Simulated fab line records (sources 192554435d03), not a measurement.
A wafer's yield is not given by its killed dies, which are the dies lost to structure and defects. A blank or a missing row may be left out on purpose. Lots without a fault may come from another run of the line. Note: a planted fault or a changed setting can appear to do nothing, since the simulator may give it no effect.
Chamber matching / flow n5Finfet / 3 sister chambers for N5_BEOL_M0_SAQP_SPACER1_ETCHBACK_99 on rieDiel-06
The step etches SiO2 in CHF3/O2, target depth 15.4 nm, time 7.7 s. 6 wafers are shown with their chamber, then 7 later ones without.

WAFERS WITH THEIR CHAMBER
wafer=L538.5; chamber=3; rfVppV (V)=542; showerheadPlenumPTorr (Torr)=2.26
wafer=L541.1; chamber=3; rfVppV (V)=542; showerheadPlenumPTorr (Torr)=2.26
wafer=L541.4; chamber=2; rfVppV (V)=510; showerheadPlenumPTorr (Torr)=2.38
wafer=L551.1; chamber=2; rfVppV (V)=512; showerheadPlenumPTorr (Torr)=2.37
wafer=L551.5; chamber=0; rfVppV (V)=499; showerheadPlenumPTorr (Torr)=2.44
wafer=L553.1; chamber=0; rfVppV (V)=501; showerheadPlenumPTorr (Torr)=2.44

WAFERS WITH NO CHAMBER GIVEN
wafer=L553.3; rfVppV (V)=509; showerheadPlenumPTorr (Torr)=2.37
wafer=L554.2; rfVppV (V)=509; showerheadPlenumPTorr (Torr)=2.37
wafer=L554.3; rfVppV (V)=500; showerheadPlenumPTorr (Torr)=2.44
wafer=L554.6; rfVppV (V)=510; showerheadPlenumPTorr (Torr)=2.37
wafer=L555.3; rfVppV (V)=501; showerheadPlenumPTorr (Torr)=2.44
wafer=L555.5; rfVppV (V)=500; showerheadPlenumPTorr (Torr)=2.44
wafer=L555.6; rfVppV (V)=509; showerheadPlenumPTorr (Torr)=2.37

THE CHAMBER EACH PASSED THROUGH
wafer=L553.3; from the rows above=2; in truth=2
wafer=L554.2; from the rows above=2; in truth=2
wafer=L554.3; from the rows above=0; in truth=0
wafer=L554.6; from the rows above=2; in truth=2
wafer=L555.3; from the rows above=0; in truth=0
wafer=L555.5; from the rows above=0; in truth=0
wafer=L555.6; from the rows above=2; in truth=2
Correct placement for 7 of the 7. Number that these rows cannot place: 0. Number placed wrongly: 0.
How it was worked out, from the rows above alone: a wafer's distance from a chamber is the root of the sum, over the readings, of the square of ((its reading less the chamber's mean) divided by the reading's scatter). The wafer belongs to the nearest chamber; if the next one is less than 2 further off, it can't be placed. Each chamber's mean is taken over the wafers shown for it. The scatter: take each reading less its chamber's mean, square it, sum over the shown wafers, divide by the number of wafers less the number of chambers, and take the root.
